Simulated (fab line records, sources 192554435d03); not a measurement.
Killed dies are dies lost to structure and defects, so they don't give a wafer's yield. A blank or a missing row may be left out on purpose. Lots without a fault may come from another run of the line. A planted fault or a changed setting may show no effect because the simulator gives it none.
fab line records | flow n5_finfet
record lots=7 wafers=21
route steps=1938 shown SD_EPI_P@321 SD_ACTIVATION@330 GATE_CUT@469 MOL_CONTACT_COAG@565 BEOL_M0_SAQP@638 BEOL_M0_CUTY@705 BEOL_M1@770
start_h: hours from the record's first day to the start of the lot's first wafer shown | wait_h: hours since the lot's step before | " the same as in the row above | L1.1+2: a row that stands for several wafers | - no value, or no start given | * or withheld: withheld | < > ~ a bound
route shown NAME@n: a module of which the file shows steps, and the number in the route of the first | usual: mean/standard deviation of fault-free wafers | same: alike in all rows | chamber/n: place in a boat | sites: the reading at each site | _std_site: their standard deviation | _edge_site: outer sites' mean less inner sites' | radius_mm: how far each site lies from the wafer's centre | mask NAME#n: copy n | behind: the tool/chamber that last shaped the wafer | hold: why the lot was held/for how many hours/how that ended | device: the transistor (n, p or np) that didn't switch | end of line: the same wafers' tests at the end of the route | a step without rows: its recipe alone | killed: dies lost to structure and defects at the first sort, not the wafer's yield | map: a wafer's dies, x killed, . not, _ none there
set.NAME: the setting as run; set.NAME@STEP: as run at that earlier step | model.NAME: the simulator's own value behind a step, which no gauge read
lots whose settings were changed on purpose; a table a step, a row a wafer
## steps
# step N5_SD_EPI_P_EPI_21
# recipe material=SiGe:B dopant=B temp_c=550 pressure_torr=20 ambient=H2 time_s=355
# columns lot.wafer tool chamber start_h wait_h set.epi_growth_time_s model.SiGe-B_of_SD_EPI_P_EPI_21.thk_nm
L074.2+3 epi_rpcvd-01 0 61.00 0.6 355 61.2
L074.5 " 0 62.44 2.0 355 61.4
L076.3 epi_rpcvd-04 0 68.81 0.8 355 62
L076.4 " 0 " " 355 62.4
L076.6 " 0 " " 385.8 66
L080.2 epi_rpcvd-03 0 90.49 0.5 355 61.6
L080.4+6 " 0 " " 355 62
L082.1+5 epi_rpcvd-03 0 102.44 0.1 355 61.2
L082.2 " 0 " " 355 60.4
L083.2 epi_rpcvd-03 0 109.29 0.5 355 60.4
L083.4 " 0 " " 345.7 59.8
L083.6 " 0 " " 345.7 59.2
L087.2 epi_rpcvd-04 0 141.34 0.5 392 65.2
L087.4 " 0 " " 355 60.4
L087.6 " 0 " " 355 60.6
L089.3 epi_rpcvd-03 0 148.69 1.1 355 60
L089.4 " 0 " " 327.9 57.6
L089.5 " 0 " " 327.9 57.4
# step N5_SD_EPI_P_EPI_MEAS_23
# recipe mode=xrd
# usual thk_nm=61.2/1.2
# columns lot.wafer tool chamber start_h wait_h set.epi_growth_time_s@SD_EPI_P_EPI_21 thk_nm
L074.2 film_metro-02 - 63.46 2.0 355 62.5
L074.3 " - " " 355 60.7
L074.5 " - " " 355 61.3
L076.3 film_metro-02 - 70.29 1.1 355 61.0
L076.4 " - " " 355 63.5
L076.6 " - " " 385.8 64.9
L080.2 film_metro-01 - 92.32 1.5 355 62.8
L080.4 " - " " 355 62.6
L080.6 " - " " 355 62.0
L082.1 film_metro-01 - 104.63 1.8 355 61.7
L082.2 " - " " 355 61.5
L082.5 " - " " 355 61.2
L083.2 film_metro-01 - 111.13 1.5 355 60.4
L083.4 " - " " 345.7 59.4
L083.6 " - " " 345.7 60.0
L087.2 film_metro-01 - 143.18 1.5 392 64.2
L087.4 " - " " 355 58.5
L087.6 " - " " 355 60.2
L089.3 film_metro-01 - 150.65 1.5 355 58.7
L089.4 " - " " 327.9 55.6
L089.5 " - " " 327.9 56.9
# step N5_SD_EPI_P_HM_STRIP_48
# recipe chemistry=H3PO4 temp_c=160 material=SiNx target=SiNx target_depth_a=30 overetch_fraction=0.3
# columns lot.wafer tool chamber start_h wait_h set.time_s@SD_EPI_N_EPI_21 model.Si-P_of_SD_EPI_N_EPI_21.thk_nm
L074.2 wet_bench-01 1 63.49 0.0 690 58.2
L074.3 " 4 " " 690 59.2
L074.5 " 2 " " 690 58.4
L076.3+6 wet_bench-04 4,5 70.32 0.0 690 58
L076.4 " 7 " " 690 57.4
L080.2 wet_bench-01 6 92.36 0.0 690 58.4
L080.4 " 4 " " 690 59.2
L080.6 " 7 " " 767.9 63.4
L082.1 wet_bench-04 3 104.67 0.0 690 56.8
L082.2 " 4 " " 730.2 59.6
L082.5 " 1 " " 730.2 59.2
L083.2 wet_bench-01 5 111.17 0.0 690 59.4
L083.4 " 7 " " 765.6 63.4
L083.6 " 6 " " 690 59.2
L087.2 wet_bench-04 3 143.21 0.0 751.7 63
L087.4 " 6 " " 751.7 62.6
L087.6 " 0 " " 690 58.2
L089.3 wet_bench-01 5 150.69 0.0 794.3 63.8
L089.4 " 3 " " 690 58.2
L089.5 " 6 " " 690 58
# step N5_SD_EPI_P_SRD_49
# recipe dry=ipa_marangoni time_s=30 temp_c=23 rinse_liquid=diw
# step N5_SD_EPI_P_PRECLEAN_24
# recipe chemistry=O3/DIW time_s=45 temp_c=22 o3_ppm=10
# step N5_SD_ACTIVATION_RTA_00
# recipe temp_c=975 time_s=0 ambient=N2 idle_temp_c=600 ramp_up_c_per_s=150 ramp_down_c_per_s=60 cool_to_c=600
# step N5_SD_ACTIVATION_LSA_01
# recipe temp_c=1080 time_s=0.0008 ambient=N2
# step N5_SD_ACTIVATION_RS_MEAS_03
# recipe thk_meas_gauge=four-point-probe
# usual RS_SD_N=21.9/0.31 RS_SD_P=55.9/0.96
# columns lot.wafer tool chamber start_h wait_h set.time_s@SD_EPI_N_EPI_21 set.epi_growth_time_s@SD_EPI_P_EPI_21 RS_SD_N[ohm/sq] RS_SD_P[ohm/sq]
L074.2 film_metro-01 - 64.13 0.2 690 355 21.9 57.3
L074.3 " - " " 690 355 21.5 56.6
L074.5 " - " " 690 355 21.8 56.2
L076.3 film_metro-01 - 70.93 0.2 690 355 22.1 54.0
L076.4 " - " " 690 355 22.4 53.4
L076.6 " - " " 690 385.8 22.0 50.8
L080.2 film_metro-02 - 92.96 0.2 690 355 21.7 55.2
L080.4 " - " " 690 355 21.5 54.9
L080.6 " - " " 767.9 355 20.1 55.7
L082.1 film_metro-02 - 105.26 0.2 690 355 22.5 56.3
L082.2 " - " " 730.2 355 21.5 57.3
L082.5 " - " " 730.2 355 21.6 56.4
L083.2 film_metro-02 - 111.76 0.2 690 355 21.4 56.1
L083.4 " - " " 765.6 345.7 20.3 56.5
L083.6 " - " " 690 345.7 21.4 57.5
L087.2 film_metro-01 - 143.80 0.2 751.7 392 19.9 51.8
L087.4 " - " " 751.7 355 20.3 56.2
L087.6 " - " " 690 355 21.9 56.3
L089.3 film_metro-02 - 151.30 0.2 794.3 355 20.1 55.8
L089.4 " - " " 690 327.9 21.9 58.1
L089.5 " - " " 690 327.9 22.2 58.7
# step N5_GATE_CUT_ETCH_58
# recipe chemistry=CH3F/O2 target=SiNx target_depth_a=170 time_s=128.6 ion_energy_ev=50 pressure_mtorr=30 source_w=415 bias_w=21 Ar_flow_sccm=150 CH3F_flow_sccm=30 O2_flow_sccm=20
# usual rf_vpp_V=99.1/0.9
# columns lot.wafer tool chamber start_h wait_h set.bias_w rf_vpp_V model.etch.depth_nm
L074.2 rie_diel-05 2 84.83 0.1 21 98.8 16.87
L074.3 " 1 " " 21 99.1 16.72
L074.5 " 0 " " 21 98.0 17.32
L076.3 rie_diel-05 2 91.82 0.1 17.46 88.1 15.43
L076.4 " 3 " " 21 98.1 16.47
L076.6 " 0 " " 21 98.7 17.08
L080.2 rie_diel-01 2 115.34 0.0 21 99.3 17.16
L080.4 " 3 " " 22.18 103.0 17.75
L080.6 " 0 " " 22.18 103.5 17.74
L082.1 rie_diel-05 2 127.41 0.0 18.85 92.0 16.01
L082.2 " 3 " " 21 99.7 16.98
L082.5 " 1 " " 18.85 92.3 16
L083.2 rie_diel-01 3 133.04 0.1 21 97.8 17.16
L083.4 " 1 " " 23.43 106.5 18.15
L083.6 " 2 " " 21 97.6 16.92
L087.2 rie_diel-06 3 165.60 0.0 21 97.4 17.17
L087.4 " 2 " " 21 100.1 17.28
L087.6 " 1 " " 21 100.3 16.54
L089.3 rie_diel-01 2 173.54 0.0 18.92 94.1 16.25
L089.4 " 0 " " 21 99.8 17.28
L089.5 " 2 " " 21 98.9 16.98
# step N5_MOL_CONTACT_COAG_COAT_76
# recipe resist=SiARC temp_c=220 time_s=60 spin_rpm=1500 resist_thk_nm=10
# columns lot.wafer tool chamber start_h wait_h set.spin_rpm model.SiARC_of_MOL_CONTACT_COAG_COAT_76.thk_nm
L074.2+3+5 litho_track-02 0 - - 1500 10
L076.3+4+6 litho_track-04 0 - - 1500 10
L080.2+4 litho_track-02 0 - - 1500 10
L080.6 " 0 " " 1552 9.8
L082.1+5 litho_track-01 0 - - 1578 9.8
L082.2 " 0 " " 1500 10
L083.2+4 litho_track-01 0 - - 1638 9.6
L083.6 " 0 " " 1500 10
L087.2 litho_track-04 0 - - 1549 9.8
L087.4+6 " 0 " " 1500 10
L089.3 litho_track-02 0 - - 1604 9.8
L089.4 " 0 " " 1604 9.6
L089.5 " 0 " " 1500 10
# step N5_MOL_CONTACT_COAG_COAT_77
# recipe resist=underlayer temp_c=205 time_s=60 spin_rpm=1500 resist_thk_nm=10
# step N5_MOL_CONTACT_COAG_COAT_78
# recipe resist=CAR-EUV spin_rpm=1500 resist_thk_nm=40
# step N5_MOL_CONTACT_COAG_DESCUM_88
# recipe chemistry=O2 time_s=7 source_power_w=50 bias_power_w=20 pressure_mtorr=20 rf_frequency_hz=2.712e+07 temp_c=40 resist=CAR-EUV o2_flow_sccm=225
# step N5_MOL_CONTACT_COAG_ETCH_89
# recipe chemistry=N2/H2 target=underlayer target_depth_a=130 mask_material=CAR-EUV time_s=10.4 ion_energy_ev=200 pressure_mtorr=30 source_w=840 bias_w=150 n2_flow_sccm=200 h2_flow_sccm=200 ends=cleared
# step N5_MOL_CONTACT_COAG_ETCH_90
# recipe chemistry=CF4 target=SiARC target_depth_a=130 mask_material=CAR-EUV time_s=21.7 ion_energy_ev=80 pressure_mtorr=40 source_w=545 bias_w=36 Ar_flow_sccm=100 cf4_flow_sccm=100 ends=cleared
# columns lot.wafer tool chamber start_h wait_h set.spin_rpm@MOL_CONTACT_COAG_COAT_76 model.etch.depth_nm
L074.2 rie_diel-04 2 103.26 0.0 1500 10.05
L074.3+5 " 2,3 " " 1500 10.03
L076.3 rie_diel-03 3 110.23 0.0 1500 9.996
L076.4 " 1 " " 1500 9.984
L076.6 " 2 " " 1500 9.965
L080.2 rie_diel-04 0 136.47 0.0 1500 10.03
L080.4 " 1 " " 1500 10.05
L080.6 " 3 " " 1552 9.85
L082.1 rie_diel-03 2 143.36 0.0 1578 9.715
L082.2 " 3 " " 1500 9.981
L082.5 " 2 " " 1578 9.721
L083.2 rie_diel-02 2 152.97 0.0 1638 9.619
L083.4 " 0 " " 1638 9.635
L083.6 " 3 " " 1500 10.04
L087.2 rie_diel-03 1 184.19 0.0 1549 9.864
L087.4 " 0 " " 1500 10.03
L087.6 " 0 " " 1500 10.05
L089.3 rie_diel-03 0 192.98 0.0 1604 9.721
L089.4 " 2 " " 1604 9.692
L089.5 " 3 " " 1500 10.04
# step N5_BEOL_M0_SAQP_PECVD_04
# recipe material=a-Si target_thk_a=600 temp_c=350 precursor=SiH4/He pressure_torr=3 rf_w=100 time_s=60.2
# columns lot.wafer tool chamber start_h wait_h set.time_s model.a-Si_of_BEOL_M0_SAQP_PECVD_04.thk_nm
L074.2 pecvd-01 2 111.86 0.0 60.2 59.8
L074.3 " 0 " " 60.2 61.2
L074.5 " 2 " " 60.2 60.8
L076.3+6 pecvd-04 0,2 120.22 0.0 66.38 66.4
L076.4 " 0 " " 66.38 66.8
L080.2+4 pecvd-04 0 144.23 0.0 60.2 60.6
L080.6 " 2 " " 60.2 59.8
L082.1 pecvd-01 2 151.04 0.0 60.2 60
L082.2 " 0 " " 57.18 58
L082.5 " 0 " " 57.18 58.4
L083.2 pecvd-04 0 160.35 0.0 62.97 62.6
L083.4 " 0 " " 60.2 60.6
L083.6 " 1 " " 62.97 64.4
L089.3 pecvd-04 1 234.29 0.0 60.2 59.8
L089.4 " 2 " " 60.2 60
L089.5 " 1 " " 65.61 66.2
L087.2 pecvd-03 2 234.91 0.0 60.2 58.6
L087.4 " 2 " " 53.39 53
L087.6 " 0 " " 60.2 60.2
# step N5_BEOL_M0_SAQP_THK_MEAS_05
# usual thk_nm=60.2/0.75
# columns lot.wafer tool chamber start_h wait_h set.time_s@BEOL_M0_SAQP_PECVD_04 thk_nm
L074.2 film_metro-01 - 111.96 0.1 60.2 59.8
L074.3 " - " " 60.2 61.2
L074.5 " - " " 60.2 60.8
L076.3 film_metro-02 - 120.31 0.1 66.38 66.3
L076.4 " - " " 66.38 66.7
L076.6 " - " " 66.38 66.3
L080.2 film_metro-01 - 144.33 0.1 60.2 60.5
L080.4 " - " " 60.2 60.7
L080.6 " - " " 60.2 59.8
L082.1 film_metro-01 - 151.14 0.1 60.2 59.9
L082.2 " - " " 57.18 58.1
L082.5 " - " " 57.18 58.4
L083.2 film_metro-02 - 160.44 0.1 62.97 62.5
L083.4 " - " " 60.2 60.7
L083.6 " - " " 62.97 64.4
L089.3 film_metro-01 - 234.39 0.1 60.2 59.9
L089.4 " - " " 60.2 60.1
L089.5 " - " " 65.61 66.2
L087.2 film_metro-01 - 235.00 0.1 60.2 58.7
L087.4 " - " " 53.39 53.0
L087.6 " - " " 60.2 60.3
# step N5_BEOL_M0_SAQP_DEVELOP_13
# recipe develop_time_s=30 developer=TMAH resist=CAR-ArF dev_temp_c=23 rinse_liquid=diw dry=air_spin
# columns lot.wafer tool chamber start_h wait_h set.develop_time_s
L074.2+3+5 litho_track-05 0 - - 30
L076.3+4 litho_track-01 0 - - 30
L076.6 " 0 " " 24.77
L080.2 litho_track-05 0 - - 33.82
L080.4+6 " 0 " " 30
L082.1 litho_track-05 0 - - 27.11
L082.2+5 " 0 " " 30
L083.2+4 litho_track-05 0 - - 33.91
L083.6 " 0 " " 30
L089.3+4+5 litho_track-05 0 - - 30
L087.2+4 litho_track-05 0 - - 32.22
L087.6 " 0 " " 30
# step N5_BEOL_M0_SAQP_HM_OPEN_112
# recipe chemistry=CHF3/O2 target=SiO2 stop_on=a-Si target_depth_a=120 over_etch_frac=1.25 mask_material=SOC time_s=13.5 pressure_mtorr=30 source_w=650 bias_w=170 Ar_flow_sccm=200 CHF3_flow_sccm=50 O2_flow_sccm=5 ion_energy_ev=200 ends=end_point
# step N5_BEOL_M0_SAQP_STRIP_113
# recipe chemistry=CHF3/O2 resist=SiARC rf_frequency_hz=6e+07
# step N5_BEOL_M0_SAQP_MANDREL_ETCH_20
# recipe target_depth_a=600 chemistry=HBr/Cl2 target=a-Si stop_on=SiNx bt_time_s=10 mask_material=SOC over_etch_frac=0.5 time_s=30 pressure_mtorr=10 icp_w=800 bias_w=75 HBr_flow_sccm=150 Cl2_flow_sccm=80 ends=end_point
# usual oes_product_au=0.779/0.013
# columns lot.wafer tool chamber start_h wait_h set.time_s@BEOL_M0_SAQP_PECVD_04 oes_product_au model.etch.depth_nm
L074.2 rie_si-05 2 112.85 0.0 60.2 0.792 59.73
L074.3 " 1 " " 60.2 0.795 61.21
L074.5 " 2 " " 60.2 0.796 60.81
L076.3 rie_si-04 1 121.16 0.0 66.38 0.802 66.4
L076.4 " 0 " " 66.38 0.827 66.72
L076.6 " 1 " " 66.38 0.813 66.34
L080.2 rie_si-04 2 145.18 0.0 60.2 0.800 60.59
L080.4 " 0 " " 60.2 0.775 60.62
L080.6 " 0 " " 60.2 0.777 59.83
L082.1 rie_si-03 0 151.86 0.0 60.2 0.772 59.96
L082.2 " 3 " " 57.18 0.751 57.97
L082.5 " 3 " " 57.18 0.761 58.4
L083.2 rie_si-05 3 161.31 0.0 62.97 0.798 62.52
L083.4 " 0 " " 60.2 0.768 60.69
L083.6 " 1 " " 62.97 0.814 64.42
L089.3 rie_si-04 1 235.68 0.0 60.2 0.760 59.86
L089.4 " 0 " " 60.2 0.772 60.09
L089.5 " 2 " " 65.61 0.843 66.27
L087.2 rie_si-05 3 236.51 0.0 60.2 0.764 58.61
L087.4 " 0 " " 53.39 0.712 53.01
L087.6 " 3 " " 60.2 0.771 60.15
# step N5_BEOL_M0_SAQP_ALD_48
# recipe material=SiO2 target_thk_a=200 temp_c=100 ald_precursor_family=BDEAS ald_co_reactant=O2-plasma pulse_time_s=1 co_reactant_pulse_time_s=1 purge_time_s=2 co_reactant_purge_time_s=2 ald_cycles=139 pressure_torr=2
# columns lot.wafer tool chamber start_h wait_h set.ald_cycles model.SiO2_of_BEOL_M0_SAQP_ALD_48.thk_nm
L074.2+5 ald_sin-04 3,1 118.33 0.8 139 20
L074.3 " 2 " " 139 19.8
L076.3+4+6 ald_sin-04 3,2,1 124.94 0.0 139 20
L080.2 ald_sin-04 3 149.45 0.0 151 21.8
L080.4 " 2 " " 139 20
L080.6 " 3 " " 139 20.2
L082.1+2+5 ald_sin-04 0,2,1 156.28 0.4 139 20
L083.2 ald_sin-04 1 165.31 0.0 139 19.8
L083.4 " 0 " " 122 17.6
L083.6 " 0 " " 122 17.4
L089.3 ald_sin-03 1 243.78 0.1 139 20.2
L089.4 " 3 " " 152 21.8
L089.5 " 2 " " 139 20
L087.2+6 ald_sin-01 1 244.51 0.0 139 20
L087.4 " 2 " " 139 19.8
# step N5_BEOL_M0_CUTY_EXPOSE_54
# recipe mask_id=M0_ABLK na=1.35 source_shape=conventional sigma_outer=0.8 polarization=unpolarized dose_mj=36
# columns lot.wafer tool chamber start_h wait_h mask set.dose_mj
L074.2+3+5 arfi_scanner-01 0 119.11 - M0_ABLK#0 36
L076.3+4+6 arfi_scanner-03 0 125.85 - M0_ABLK#0 36
L080.2+6 arfi_scanner-02 0 150.35 - M0_ABLK#0 36
L080.4 " 0 " " M0_ABLK#0 34.03
L082.1+2 arfi_scanner-03 0 157.18 - M0_ABLK#0 36
L082.5 " 0 " " M0_ABLK#0 38.62
L083.2 arfi_scanner-03 0 166.09 - M0_ABLK#0 33.47
L083.4+6 " 0 " " M0_ABLK#0 36
L089.3+4+5 arfi_scanner-02 0 244.87 - M0_ABLK#0 33.92
L087.2+4+6 arfi_scanner-01 0 245.41 - M0_ABLK#0 37.43
# step N5_BEOL_M0_CUTY_PEB_55
# recipe peb_temp_c=110 peb_time_s=60 resist=CAR-ArF-block
# step N5_BEOL_M0_CUTY_DEVELOP_56
# recipe develop_time_s=30 developer=TMAH resist=CAR-ArF-block rinse_liquid=diw dry=air_spin dev_temp_c=23
# step N5_BEOL_M0_CUTY_CD_MEAS_57
# recipe target_cd_nm=200 landing_energy_ev=500 detector=se_inlens polarity=line
# usual cd_nm=199.6/0.76
# columns lot.wafer tool chamber start_h wait_h set.dose_mj@BEOL_M0_CUTY_EXPOSE_54 cd_nm
L074.2 cd_sem-01 0 119.22 - 36 200.1
L074.3 " 0 " " 36 198.9
L074.5 " 0 " " 36 200.3
L076.3 cd_sem-01 0 125.96 - 36 200.8
L076.4 " 0 " " 36 200.5
L076.6 " 0 " " 36 200.5
L080.2 cd_sem-02 0 150.47 - 36 198.2
L080.4 " 0 " " 34.03 203.0
L080.6 " 0 " " 36 198.9
L082.1 cd_sem-02 0 157.30 - 36 198.6
L082.2 " 0 " " 36 198.5
L082.5 " 0 " " 38.62 195.1
L083.2 cd_sem-03 0 166.21 - 33.47 203.5
L083.4 " 0 " " 36 199.8
L083.6 " 0 " " 36 199.6
L089.3 cd_sem-01 0 244.99 - 33.92 202.5
L089.4 " 0 " " 33.92 203.7
L089.5 " 0 " " 33.92 203.1
L087.2 cd_sem-01 0 245.53 - 37.43 196.2
L087.4 " 0 " " 37.43 196.3
L087.6 " 0 " " 37.43 197.4
# step N5_BEOL_M0_CUTY_DESCUM_61
# recipe chemistry=O2 time_s=7.9 source_power_w=50 bias_power_w=20 pressure_mtorr=20 rf_frequency_hz=2.712e+07 temp_c=40 resist=CAR-ArF-block o2_flow_sccm=225
# step N5_BEOL_M0_CUTY_ETCH_62
# recipe chemistry=CF4 target=SiARC mask_material=CAR-ArF-block time_s=58.5 ion_energy_ev=80 pressure_mtorr=40 source_w=545 bias_w=36 Ar_flow_sccm=100 cf4_flow_sccm=100 ends=cleared
# columns lot.wafer tool chamber start_h wait_h set.dose_mj@BEOL_M0_CUTY_EXPOSE_54 model.BEOL_M0_CUTY.cd_offset_nm
L074.2 rie_diel-02 0 119.35 0.0 36 -0.2
L074.3 " 1 " " 36 -0.8
L074.5 " 2 " " 36 0.2
L076.3 rie_diel-03 2 126.08 0.0 36 0.4
L076.4+6 " 3,1 " " 36 0.6
L080.2 rie_diel-03 1 150.59 0.0 36 -1.8
L080.4 " 3 " " 34.03 3.2
L080.6 " 2 " " 36 -1.2
L082.1 rie_diel-03 2 157.58 0.0 36 -1.8
L082.2 " 3 " " 36 -1.4
L082.5 " 1 " " 38.62 -4.8
L083.2 rie_diel-02 3 166.33 0.0 33.47 3.6
L083.4+6 " 3,2 " " 36 0
L089.3 rie_diel-03 2 245.22 0.0 33.92 2
L089.4 " 1 " " 33.92 4
L089.5 " 3 " " 33.92 3.2
L087.2+4 rie_diel-03 3 246.26 0.0 37.43 -3.8
L087.6 " 2 " " 37.43 -2.8
# step N5_BEOL_M1_ETCH_64
# recipe chemistry=N2/H2 target=SOC target_depth_a=750 overetch_a=150 mask_material=SiARC temp_c=40 time_s=112.5 ion_energy_ev=200 pressure_mtorr=30 source_w=840 bias_w=150 n2_flow_sccm=200 h2_flow_sccm=200
# usual rf_vpp_V=524.2/2.3
# columns lot.wafer tool chamber start_h wait_h set.bias_w rf_vpp_V model.SiARC_of_BEOL_M1_COAT_62.thk_nm
L074.2 rie_diel-01 3 128.74 0.0 150 524.2 6.6
L074.3 " 1 " " 150 526.2 6.6
L074.5 " 3 " " 150 523.5 6.6
L076.3 rie_diel-06 0 133.01 0.0 165.9 561.8 6.4
L076.4 " 3 " " 165.9 556.8 6
L076.6 " 3 " " 150 523.5 6.8
L080.2 rie_diel-05 0 156.42 0.0 169.7 562.2 5.8
L080.4 " 1 " " 169.7 564.4 6.2
L080.6 " 1 " " 150 521.4 7
L082.1 rie_diel-05 3 163.65 0.0 170.9 573.5 6
L082.2 " 0 " " 150 520.2 6.6
L082.5 " 1 " " 170.9 567.6 6
L083.2 rie_diel-05 0 173.48 0.0 150 520.6 6.8
L083.4 " 1 " " 150 519.3 7
L083.6 " 3 " " 150 529.0 7
L089.3 rie_diel-06 3 251.62 0.0 150 523.9 6.8
L089.4 " 2 " " 137 493.5 7.4
L089.5 " 1 " " 137 494.7 7.6
L087.2 rie_diel-06 3 254.57 0.0 139.5 500.2 7.4
L087.4 " 2 " " 150 521.9 6.8
L087.6 " 1 " " 139.5 499.0 7.6
## key
split step=N5_SD_EPI_P_EPI_21 setting=epi_growth_time_s stated=355 by=wafer
response step=N5_SD_EPI_P_EPI_21 reading=model.SiGe-B_of_SD_EPI_P_EPI_21.thk_nm change=+0.415 per=1% r=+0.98
response step=N5_SD_EPI_P_EPI_MEAS_23 reading=thk_nm change=* per=1% r=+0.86
response step=N5_SD_ACTIVATION_RS_MEAS_03 reading=RS_SD_P change=-0.376 per=1% r=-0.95
split step=N5_GATE_CUT_ETCH_58 setting=bias_w stated=21 by=wafer
response step=N5_GATE_CUT_ETCH_58 reading=rf_vpp_V change=+0.655 per=1% r=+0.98
response step=N5_GATE_CUT_ETCH_58 reading=model.etch.depth_nm change=+0.088 per=1% r=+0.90
split step=N5_MOL_CONTACT_COAG_COAT_76 setting=spin_rpm stated=1500 by=wafer
response step=N5_MOL_CONTACT_COAG_COAT_76 reading=model.SiARC_of_MOL_CONTACT_COAG_COAT_76.thk_nm change=-0.0447 per=1% r=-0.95
response step=N5_MOL_CONTACT_COAG_ETCH_90 reading=model.etch.depth_nm change=-0.048 per=1% r=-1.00
split step=N5_BEOL_M0_SAQP_PECVD_04 setting=time_s stated=60.2 by=wafer
response step=N5_BEOL_M0_SAQP_PECVD_04 reading=model.a-Si_of_BEOL_M0_SAQP_PECVD_04.thk_nm change=+0.594 per=1% r=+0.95
response step=N5_BEOL_M0_SAQP_THK_MEAS_05 reading=thk_nm change=* per=1% r=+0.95
response step=N5_BEOL_M0_SAQP_MANDREL_ETCH_20 reading=oes_product_au change=+0.00616 per=1% r=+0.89
response step=N5_BEOL_M0_SAQP_MANDREL_ETCH_20 reading=model.etch.depth_nm change=+0.589 per=1% r=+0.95
split step=N5_BEOL_M0_SAQP_DEVELOP_13 setting=develop_time_s stated=30 by=wafer
response none clear
split step=N5_BEOL_M0_SAQP_ALD_48 setting=ald_cycles stated=139 by=wafer
response step=N5_BEOL_M0_SAQP_ALD_48 reading=model.SiO2_of_BEOL_M0_SAQP_ALD_48.thk_nm change=+0.188 per=1% r=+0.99
split step=N5_BEOL_M0_CUTY_EXPOSE_54 setting=dose_mj stated=36 by=wafer
response step=N5_BEOL_M0_CUTY_CD_MEAS_57 reading=cd_nm change=-0.573 per=1% r=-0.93
response step=N5_BEOL_M0_CUTY_ETCH_62 reading=model.BEOL_M0_CUTY.cd_offset_nm change=-0.562 per=1% r=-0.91
split step=N5_BEOL_M1_ETCH_64 setting=bias_w stated=150 by=wafer
response step=N5_BEOL_M1_ETCH_64 reading=rf_vpp_V change=+3.39 per=1% r=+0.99
response step=N5_BEOL_M1_ETCH_64 reading=model.SiARC_of_BEOL_M1_COAT_62.thk_nm change=-0.0644 per=1% r=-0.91
split outside_this_file step=N5_SD_EPI_N_EPI_21 setting=time_s
# split outside_this_file: this setting was split too, and the file shows its column; the key of that split is in another file
